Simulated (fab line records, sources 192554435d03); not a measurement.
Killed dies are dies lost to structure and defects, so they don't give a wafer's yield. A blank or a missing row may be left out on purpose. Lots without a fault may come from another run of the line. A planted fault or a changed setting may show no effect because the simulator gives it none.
fab line records | flow n5_finfet
record lots=6 wafers=18 last_day=17
route steps=1938 shown BEOL_M14@1764 BEOL_M15@1773
lots that met no fault: from a run of the same line without faults
start_h: hours from the record's first day to the start of the lot's first wafer shown | wait_h: hours since the lot's step before | " the same as in the row above | L1.1+2: a row that stands for several wafers | - no value, or no start given | * or withheld: withheld | < > ~ a bound
route shown NAME@n: a module of which the file shows steps, and the number in the route of the first | usual: mean/standard deviation of fault-free wafers | same: alike in all rows | chamber/n: place in a boat | sites: the reading at each site | _std_site: their standard deviation | _edge_site: outer sites' mean less inner sites' | radius_mm: how far each site lies from the wafer's centre | mask NAME#n: copy n | behind: the tool/chamber that last shaped the wafer | hold: why the lot was held/for how many hours/how that ended | device: the transistor (n, p or np) that didn't switch | end of line: the same wafers' tests at the end of the route | a step without rows: its recipe alone | killed: dies lost to structure and defects at the first sort, not the wafer's yield | map: a wafer's dies, x killed, . not, _ none there
set.NAME: the setting as run; set.NAME@STEP: as run at that earlier step | model.NAME: the simulator's own value behind a step, which no gauge read
lots at some steps of the route; a table a step, a row a wafer
services: from which hour (start_h, from the record's first day; less than 0 if before it) a tool's chamber was out of use, for how many hours, and why
## steps
# step N5_BEOL_M14_SPUTTER_45
# recipe material=Cu target_thk_a=1000 temp_c=-20 bias_v=60 power_w=26000 chamber_pressure_pa=0.13 time_s=16.67
# usual throttle_valve_pct=29.7/0.82
# columns lot.wafer tool chamber start_h wait_h throttle_valve_pct
L638.1 pvd_sputter-02 - 230.64 0.0 29.0
L638.2 " - " " 29.3
L638.3 " - " " 29.2
L650.3 pvd_sputter-02 - 314.88 0.0 28.9
L650.4 " - " " 29.1
L650.5 " - " " 29.8
L649.1 pvd_sputter-02 - 315.28 0.0 28.8
L649.3 " - " " 29.4
L649.6 " - " " 28.9
L651.4 pvd_sputter-01 - 324.10 0.0 30.3
L651.5 " - " " 30.9
L651.6 " - " " 29.8
L661.1 pvd_sputter-02 - 382.43 0.0 29.0
L661.4 " - " " 29.2
L661.5 " - " " 28.9
L657.1 pvd_sputter-01 - 382.65 0.0 30.3
L657.2 " - " " 30.2
L657.5 " - " " 30.2
# step N5_BEOL_M14_ECD_47
# recipe material=Cu target_thk_a=12480
# step N5_BEOL_M14_ANNEAL_48
# recipe temp_c=225 time_s=90 ambient=N2
# usual anneal_temp_c_max=226.30/0.26 wafer_temp_C_max=226.1/0.36
# columns lot.wafer tool chamber start_h wait_h anneal_temp_c_max wafer_temp_C_max
L638.1 rtp_anneal-02 0 231.21 0.4 226.08 227.0
L638.2 " 0 " " 226.11 226.3
L638.3 " 0 " " 226.44 226.3
L650.3 rtp_anneal-02 0 316.00 0.9 225.89 226.2
L650.4 " 0 " " 226.76 226.3
L650.5 " 0 " " 225.77 226.5
L649.1 rtp_anneal-02 0 316.45 1.0 225.94 226.3
L649.3 " 0 " " 226.31 226.1
L649.6 " 0 " " 226.21 226.9
L651.4 rtp_anneal-01 0 324.54 0.2 226.36 225.5
L651.5 " 0 " " 226.77 225.8
L651.6 " 0 " " 226.62 225.5
L661.1 rtp_anneal-01 0 383.13 0.5 226.07 225.6
L661.4 " 0 " " 226.57 226.0
L661.5 " 0 " " 226.19 226.2
L657.1 rtp_anneal-02 0 383.27 0.4 226.05 226.2
L657.2 " 0 " " 225.86 226.5
L657.5 " 0 " " 226.18 226.3
# step N5_BEOL_M14_CMP_49
# recipe stop_on=SiO2 t_overpolish_s=5.2 down_force_psi=2 platen_rpm=80 clearing_platen_down_force_psi=2 clearing_platen_rpm=80 post_cmp_clean=cu_alkaline target_thk_nm=560 clearing_platen_pad_velocity_m_s=1.5917 pad_velocity_m_s=1.5917
# step N5_BEOL_M14_THK_MEAS_50
# recipe thk_meas_gauge=xrf reads=Cu_of_BEOL_M14_ECD_47
# usual M14_THK=567/11
# columns lot.wafer tool chamber start_h wait_h M14_THK[nm]
L638.1 film_metro-02 - 231.81 - 561
L638.2 " - " " 552
L638.3 " - " " 567
L650.3 film_metro-01 - 316.52 - 573
L650.4 " - " " 551
L650.5 " - " " 552
L649.1 film_metro-02 - 317.04 - 570
L649.3 " - " " 584
L649.6 " - " " 585
L651.4 film_metro-01 - 325.00 - 579
L651.5 " - " " 572
L651.6 " - " " 556
L661.1 film_metro-02 - 383.77 - 588
L661.4 " - " " 564
L661.5 " - " " 584
L657.1 film_metro-02 - 383.88 - 575
L657.2 " - " " 564
L657.5 " - " " 550
# step N5_BEOL_M14_PRE_CLEAN_52
# recipe gas=NH3 time_s=15 temp_c=withheld rf_power_w=300
# step N5_BEOL_M14_DEP_53
# recipe material=SiCN target_thk_a=500 temp_c=withheld precursor=3MS/NH3 pressure_torr=3 rf_w=675 time_s=17.8
# usual showerhead_plenum_p_Torr=4.155/0.021 throttle_valve_pct=18.5/1.2
# columns lot.wafer tool chamber start_h wait_h showerhead_plenum_p_Torr throttle_valve_pct
L638.1 pecvd-02 2 231.87 0.0 4.145 18.2
L638.2 " 0 " " 4.131 19.2
L638.3 " 1 " " 4.174 19.7
L650.3 pecvd-03 2 316.58 0.0 4.129 15.9
L650.4 " 1 " " 4.164 18.1
L650.5 " 0 " " 4.176 17.4
L649.1 pecvd-01 2 317.10 0.0 4.165 18.4
L649.3 " 0 " " 4.176 18.3
L649.6 " 2 " " 4.151 18.2
L651.4 pecvd-02 2 325.08 0.0 4.144 18.5
L651.5 " 0 " " 4.131 19.1
L651.6 " 1 " " 4.173 20.3
L661.1 pecvd-03 1 383.83 0.0 4.159 17.9
L661.4 " 1 " " 4.160 18.0
L661.5 " 2 " " 4.117 15.9
L657.1 pecvd-01 2 383.95 0.0 4.162 18.7
L657.2 " 0 " " 4.170 18.6
L657.5 " 2 " " 4.163 18.4
# step N5_BEOL_M14_RS_MEAS_54
# recipe thk_meas_gauge=four-point-probe reads=Cu_of_BEOL_M14_ECD_47+Ta_of_BEOL_M14_SPUTTER_44+TaN_of_BEOL_M14_SPUTTER_43
# usual M14_RS=0.0330/0.00062
# columns lot.wafer tool chamber start_h wait_h M14_RS[ohm/sq]
L638.1 film_metro-01 - 231.94 0.0 0.0331
L638.2 " - " " 0.0337
L638.3 " - " " 0.0328
L650.3 film_metro-02 - 316.65 0.1 0.0324
L650.4 " - " " 0.0339
L650.5 " - " " 0.0337
L649.1 film_metro-02 - 317.17 0.0 0.0331
L649.3 " - " " 0.0325
L649.6 " - " " 0.0325
L651.4 film_metro-02 - 325.13 0.0 0.0326
L651.5 " - " " 0.0330
L651.6 " - " " 0.0340
L661.1 film_metro-01 - 383.90 0.0 0.0321
L661.4 " - " " 0.0333
L661.5 " - " " 0.0321
L657.1 film_metro-01 - 384.04 0.1 0.0325
L657.2 " - " " 0.0332
L657.5 " - " " 0.0341
# step N5_BEOL_M14_INSPECT_55
# recipe inspect_instrument=darkfield mode=post_dep
# usual raw_defect_count=81/28
# columns lot.wafer tool chamber start_h wait_h raw_defect_count
L638.1 defect_inspect-02 - 231.96 0.0 142
L638.2 " - " " 123
L638.3 " - " " 118
L650.3 defect_inspect-02 - 316.67 0.0 100
L650.4 " - " " 96
L650.5 " - " " 42
L649.1 defect_inspect-02 - 317.20 0.0 70
L649.3 " - " " 84
L649.6 " - " " 108
L651.4 defect_inspect-01 - 325.15 0.0 71
L651.5 " - " " 43
L651.6 " - " " 102
L661.1 defect_inspect-02 - 383.92 0.0 81
L661.4 " - " " 75
L661.5 " - " " 63
L657.1 defect_inspect-02 - 384.06 0.0 132
L657.2 " - " " 80
L657.5 " - " " 137
# step N5_BEOL_M15_ILD_DEP_00
# recipe material=SiO2 target_thk_a=16293 temp_c=400 precursor=TEOS/O2 pressure_torr=6.5 rf_w=900 teos_flow_sccm=161.4 gas=O2 flow_sccm=2650 time_s=346.1
# step N5_BEOL_M15_THK_MEAS_01
# recipe reads=SiO2_of_BEOL_M15_ILD_DEP_00
# usual M15_ILD_THK=1624/19
# columns lot.wafer tool chamber start_h wait_h M15_ILD_THK[nm]
L638.1 film_metro-02 - 232.36 0.2 1625
L638.2 " - " " 1625
L638.3 " - " " 1633
L650.3 film_metro-02 - 316.96 0.1 1624
L650.4 " - " " 1622
L650.5 " - " " 1630
L649.1 film_metro-01 - 317.49 0.1 1619
L649.3 " - " " 1578
L649.6 " - " " 1642
L651.4 film_metro-01 - 325.44 0.0 1645
L651.5 " - " " 1638
L651.6 " - " " 1639
L661.1 film_metro-02 - 384.21 0.1 1609
L661.4 " - " " 1638
L661.5 " - " " 1632
L657.1 film_metro-01 - 384.35 0.1 1596
L657.2 " - " " 1575
L657.5 " - " " 1638
# step N5_BEOL_M15_COAT_58
# recipe resist=BARC temp_c=205 time_s=60 spin_rpm=1500 resist_thk_nm=89
# step N5_BEOL_M15_COAT_04
# recipe spin_rpm=1704 resist_thk_nm=800
# usual resist_line_temp_C=23.01/0.1 spin_speed_rpm=1703.9/1
# columns lot.wafer tool chamber start_h wait_h resist_line_temp_C spin_speed_rpm model.coat_of_BEOL_M15_COAT_04.thk_nm
L638.1 litho_track-01 0 232.40 - 22.78 1703.9 799.4
L638.2 " 0 " " 22.96 1705.9 797.4
L638.3 " 0 " " 23.04 1706.2 800
L650.3 litho_track-04 0 316.99 - 23.04 1704.2 802.4
L650.4 " 0 " " 23.01 1704.3 799.8
L650.5 " 0 " " 22.96 1704.5 798.2
L649.1 litho_track-04 0 317.52 - 22.99 1838.4 773.6
L649.3 " 0 " " 23.00 1837.4 773
L649.6 " 0 " " 22.98 1837.9 771
L651.4 litho_track-04 0 325.48 - 23.05 1838.1 769.8
L651.5 " 0 " " 23.17 1837.7 770.8
L651.6 " 0 " " 23.10 1838.1 772.8
L661.1 litho_track-01 0 384.24 - 22.99 1704.0 801
L661.4 " 0 " " 23.00 1704.0 802.6
L661.5 " 0 " " 23.06 1703.7 803.6
L657.1 litho_track-01 0 384.39 - 23.14 1703.8 803
L657.2 " 0 " " 23.13 1705.5 801.2
L657.5 " 0 " " 23.11 1703.5 801.8
# step N5_BEOL_M15_EBR_06
# recipe solvent=PGMEA ebr_width_mm=1.5
# step N5_BEOL_M15_SOFTBAKE_05
# recipe temp_c=130 time_s=60
# step N5_BEOL_M15_EXPOSE_07
# recipe mask_id=V14 na=0.8 source_shape=annular sigma_inner=0.5 sigma_outer=0.8 polarization=unpolarized attpsm_phase_deg=180 dose_mj=41.25
# step N5_BEOL_M15_PEB_08
# recipe peb_temp_c=130 peb_time_s=90
# step N5_BEOL_M15_DEVELOP_09
# recipe develop_time_s=45 rinse_liquid=diw dry=air_spin dev_temp_c=21
# step N5_BEOL_M15_HARDBAKE_14
# recipe temp_c=130 time_s=120
# step N5_BEOL_M15_CD_MEAS_10
# recipe target_cd_nm=360 landing_energy_ev=500 detector=se_inlens polarity=opening
# usual cd_nm=360.2/1.4
# columns lot.wafer tool chamber start_h wait_h cd_nm
L638.1 cd_sem-01 0 232.79 - 358.8
L638.2 " 0 " " 358.6
L638.3 " 0 " " 361.0
L650.3 cd_sem-01 0 317.26 - 360.1
L650.4 " 0 " " 361.7
L650.5 " 0 " " 360.5
L649.1 cd_sem-01 0 317.91 - 360.8
L649.3 " 0 " " 361.8
L649.6 " 0 " " 359.5
L651.4 cd_sem-02 0 325.75 - 361.8
L651.5 " 0 " " 359.3
L651.6 " 0 " " 362.4
L661.1 cd_sem-01 0 384.52 - 358.8
L661.4 " 0 " " 359.2
L661.5 " 0 " " 359.7
L657.1 cd_sem-03 0 384.65 - 359.8
L657.2 " 0 " " 359.0
L657.5 " 0 " " 359.5
# step N5_BEOL_M15_OVL_MEAS_11
# recipe points_per_wafer=44
# usual V14_OVL=2/6.3
# columns lot.wafer tool chamber start_h wait_h V14_OVL[nm]
L638.1 overlay-02 0 232.82 0.0 -5
L638.2 " 0 " " -2
L638.3 " 0 " " -4
L650.3 overlay-01 0 317.29 0.0 -2
L650.4 " 0 " " -5
L650.5 " 0 " " -4
L649.1 overlay-01 0 317.94 0.0 11
L649.3 " 0 " " 7
L649.6 " 0 " " 6
L651.4 overlay-01 0 325.78 0.0 7
L651.5 " 0 " " 3
L651.6 " 0 " " 7
L661.1 overlay-01 0 384.55 0.0 4
L661.4 " 0 " " -3
L661.5 " 0 " " 6
L657.1 overlay-02 0 384.68 0.0 10
L657.2 " 0 " " 2
L657.5 " 0 " " 6
# step N5_BEOL_M15_INSPECT_12
# recipe mode=adi inspect_instrument=macro
# usual raw_defect_count=2.2/1.3
# columns lot.wafer tool chamber start_h wait_h raw_defect_count
L638.1 defect_inspect-02 - 232.85 0.0 2
L638.2 " - " " 3
L638.3 " - " " 3
L650.3 defect_inspect-01 - 317.32 0.0 2
L650.4 " - " " 2
L650.5 " - " " 0
L649.1 defect_inspect-01 - 317.97 0.0 5
L649.3 " - " " 3
L649.6 " - " " 1
L651.4 defect_inspect-02 - 325.80 0.0 2
L651.5 " - " " 2
L651.6 " - " " 3
L661.1 defect_inspect-01 - 384.58 0.0 1
L661.4 " - " " 1
L661.5 " - " " 3
L657.1 defect_inspect-02 - 384.71 0.0 2
L657.2 " - " " 3
L657.5 " - " " 2
# step N5_BEOL_M15_DESCUM_15
# recipe chemistry=O2 time_s=7.9 source_power_w=50 bias_power_w=20 pressure_mtorr=20 rf_frequency_hz=2.712e+07 temp_c=40 o2_flow_sccm=225
# usual drypump_motor_current_A=5.7/0.48 oes_product_au=0.81/0.082 rf_vpp_V=242.8/1.2 showerhead_plenum_p_Torr=2.07/0.06 temp_c=39.99/0.12 throttle_valve_pct=20.33/0.16
# columns lot.wafer tool chamber start_h wait_h drypump_motor_current_A oes_product_au rf_hours_counter_h rf_vpp_V showerhead_plenum_p_Torr temp_c throttle_valve_pct
L638.1 rie_diel-01 2 232.88 0.0 4.9 0.79 90 243.2 2.04 40.00 20.27
L638.2 " 1 " " 5.8 0.73 165 242.7 2.00 39.97 20.15
L638.3 " 0 " " 5.7 0.73 166 244.4 2.18 40.03 20.58
L650.3 rie_diel-06 3 317.45 0.1 5.9 0.80 94 242.7 2.03 39.90 20.23
L650.4 " 1 " " 6.6 0.83 - 244.5 2.20 39.98 20.44
L650.5 " 3 " " 5.9 0.80 - 240.7 2.03 39.74 20.24
L649.1 rie_diel-01 2 318.00 0.0 4.9 0.78 113 242.5 2.03 39.93 20.30
L649.3 " 0 " " 5.8 0.72 195 244.1 2.16 39.82 20.64
L649.6 " 0 " " 5.8 0.72 - 244.8 2.17 39.96 20.64
L651.4 rie_diel-06 0 325.83 0.0 5.8 0.87 58 243.0 2.05 39.84 20.27
L651.5 " 0 " " 5.8 0.87 - 242.5 2.05 39.94 20.25
L651.6 " 1 " " 6.6 0.82 - 243.4 2.20 39.96 20.44
L661.1 rie_diel-02 1 384.64 0.1 6.0 0.84 66 239.7 2.03 40.04 20.33
L661.4 " 2 " " 6.0 0.84 76 241.6 2.04 40.09 20.53
L661.5 " 2 " " 6.0 0.84 - 241.3 2.04 39.92 20.53
L657.1 rie_diel-01 1 384.85 0.1 5.8 0.71 215 242.3 1.98 39.88 20.23
L657.2 " 3 " " 4.7 0.76 157 241.1 2.01 40.05 20.36
L657.5 " 3 " " 4.7 0.76 - 241.3 2.01 40.07 20.35
# step N5_BEOL_M15_ETCH_59
# recipe chemistry=N2/H2 target=BARC target_depth_a=890 overetch_a=267 time_s=67.9 ion_energy_ev=200 pressure_mtorr=30 source_w=840 bias_w=150 n2_flow_sccm=200 h2_flow_sccm=200
# step N5_BEOL_M15_VIA_ETCH_16
# recipe chemistry=C4F8/O2/Ar target=SiO2 he_inner_torr=15 he_outer_torr=30 target_depth_a=17922 time_s=withheld ion_energy_ev=800 pressure_mtorr=20 source_w=1905 bias_w=2040 Ar_flow_sccm=400 C4F8_flow_sccm=16 O2_flow_sccm=12 ends=cleared
# usual bias_w=2040/6 drypump_motor_current_A=5.8/0.47 mfc_ar_sccm=399.9/1.1 oes_product_au=0.73/0.074 rf_vpp_V=2215/24 showerhead_plenum_p_Torr=3.39/0.099 throttle_valve_pct=30.74/0.22
# columns lot.wafer tool chamber start_h wait_h bias_w drypump_motor_current_A mfc_ar_sccm oes_product_au rf_vpp_V showerhead_plenum_p_Torr throttle_valve_pct model.coat_of_BEOL_M15_COAT_04.thk_nm
L638.1 rie_diel-01 0 232.97 0.0 2031 5.8 399.3 0.66 2256 3.58 31.13 333.8
L638.2 " 2 " " 2037 4.9 399.5 0.72 2212 3.34 30.64 329.2
L638.3 " 1 " " 2045 5.8 400.1 0.66 2184 3.29 30.43 331.6
L650.3 rie_diel-06 3 317.54 0.0 2045 5.9 398.9 0.73 2208 3.33 30.70 333
L650.4 " 1 " " 2050 6.7 400.0 0.75 2274 3.61 31.01 339.4
L650.5 " 3 " " 2038 5.9 399.3 0.72 2209 3.33 30.69 327
L649.1 rie_diel-01 2 318.09 0.0 2041 5.0 400.6 0.70 2212 3.32 30.65 305.4
L649.3 " 0 " " 2045 5.7 397.5 0.64 2254 3.56 31.18 319.2
L649.6 " 0 " " 2042 5.7 398.4 0.64 2255 3.56 31.16 302.8
L651.4 rie_diel-06 0 325.92 0.0 2044 5.8 399.2 0.79 2201 3.35 30.59 294.8
L651.5 " 0 " " 2041 5.8 398.5 0.79 2203 3.35 30.57 298
L651.6 " 1 " " 2047 6.6 398.2 0.75 2273 3.60 30.99 308.2
L661.1 rie_diel-02 1 384.73 0.0 2046 6.1 397.9 0.77 2199 3.36 30.89 340.8
L661.4 " 2 " " 2045 6.0 399.5 0.75 2202 3.34 30.89 330.8
L661.5 " 2 " " 2035 6.0 400.9 0.76 2202 3.33 30.90 332.2
L657.1 rie_diel-01 1 384.94 0.0 2055 5.8 400.2 0.63 2182 3.26 30.49 343.4
L657.2 " 3 " " 2045 4.7 400.3 0.69 2218 3.29 30.57 344.4
L657.5 " 3 " " 2040 4.7 399.4 0.69 2217 3.29 30.55 330.8
# step N5_BEOL_M15_STRIP_63
# recipe chemistry=O2 power_w=600 temp_c=60 pressure_mtorr=30 rf_frequency_hz=6e+07 bias_power_w=0 overash_fraction=0.3 o2_flow_sccm=225
# usual drypump_motor_current_A=5.7/0.47 oes_product_au=0.82/0.083 rf_vpp_V=3.6/0.85 showerhead_plenum_p_Torr=2.07/0.06 temp_c=60.01/0.11 throttle_valve_pct=16.57/0.16
# columns lot.wafer tool chamber start_h wait_h drypump_motor_current_A oes_product_au rf_hours_counter_h rf_vpp_V showerhead_plenum_p_Torr temp_c throttle_valve_pct
L638.1 rie_diel-01 0 - - 5.8 0.73 166 3.7 2.18 60.19 16.84
L638.2 " 2 " " 4.9 0.80 90 3.2 2.04 60.02 16.50
L638.3 " 1 " " 5.7 0.74 166 5.1 2.01 60.07 16.44
L650.3 rie_diel-06 3 - - 5.9 0.80 94 3.5 2.03 59.87 16.48
L650.4 " 1 " " 6.6 0.83 - 2.9 2.20 59.97 16.68
L650.5 " 3 " " 5.9 0.79 - 2.7 2.03 59.95 16.50
L649.1 rie_diel-01 2 - - 5.0 0.77 114 3.1 2.03 60.03 16.54
L649.3 " 0 " " 5.8 0.71 195 3.0 2.17 59.90 16.91
L649.6 " 0 " " 5.8 0.71 - 4.2 2.17 60.02 16.90
L651.4 rie_diel-06 0 - - 5.8 0.87 58 1.6 2.05 60.03 16.49
L651.5 " 0 " " 5.8 0.87 - 3.9 2.05 60.01 16.51
L651.6 " 1 " " 6.6 0.83 - 3.4 2.20 59.88 16.66
L661.1 rie_diel-02 1 - - 6.0 0.85 66 2.7 2.03 59.86 16.55
L661.4 " 2 " " 6.0 0.85 77 4.2 2.04 60.04 16.70
L661.5 " 2 " " 6.0 0.84 - 1.9 2.04 59.74 16.73
L657.1 rie_diel-01 1 - - 5.8 0.70 216 3.5 1.99 60.09 16.51
L657.2 " 3 " " 4.7 0.76 157 3.2 2.01 59.91 16.60
L657.5 " 3 " " 4.7 0.77 - 3.4 2.01 59.89 16.61
## services
# columns tool chamber start_h hours kind
rie_diel-02 - 215.56 14.6 pm
rie_diel-01 - 231.04 0.4 repair
litho_track-01 - 271.01 - consumable_replace:filter
pecvd-02 - 274.24 0.2 repair
pecvd-02 - 274.66 5.5 pm
rie_diel-06 - 276.05 14.6 pm
pecvd-01 1 277.97 7.5 repair
rie_diel-02 - 279.98 0.2 repair
rie_diel-02 0 283.46 - clean
rie_diel-02 0 283.46 - consumable_replace:focus_ring
rie_diel-02 0 283.46 27.3 scheduled_down
pecvd-03 - 294.43 10.2 repair
rie_diel-06 2 307.59 1.2 repair
rie_diel-06 2 308.94 - clean
rie_diel-06 2 308.94 - consumable_replace:focus_ring
rie_diel-06 2 308.94 16.3 scheduled_down
rie_diel-06 2 308.94 16.3 vent_cycle
rie_diel-02 0 316.35 5.3 repair
pvd_sputter-02 - 317.00 6.5 repair
rie_diel-06 2 335.32 3.3 repair
rtp_anneal-02 - 349.78 3.7 pm
pecvd-02 2 349.91 6.0 repair
rie_diel-02 3 363.11 7.7 repair
pecvd-01 - 373.48 1.0 repair
## key
first_sign step=N5_BEOL_M15_COAT_04 reading=spin_speed_rpm direction=up sigmas=99+ usual=* struck=*
effect none on later readings
model_effect step=N5_BEOL_M15_COAT_04 value=coat_of_BEOL_M15_COAT_04.thk_nm without=801.4 struck=771.8
model_effect step=N5_BEOL_M15_VIA_ETCH_16 value=coat_of_BEOL_M15_COAT_04.thk_nm without=334.4 struck=304.7
met_at N5_BEOL_M15_COAT_04
struck_wafers L649.1,L649.3,L649.6,L651.4,L651.5,L651.6
onset_between 316.99 317.52
fault kind=process_parameter_drift tool=litho_track-04 chamber=- onset_h=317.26 steps=N5_BEOL_M15_COAT_04 channel=spin_rpm offset=* shape=step end_h=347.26 acts_in=* stated=*
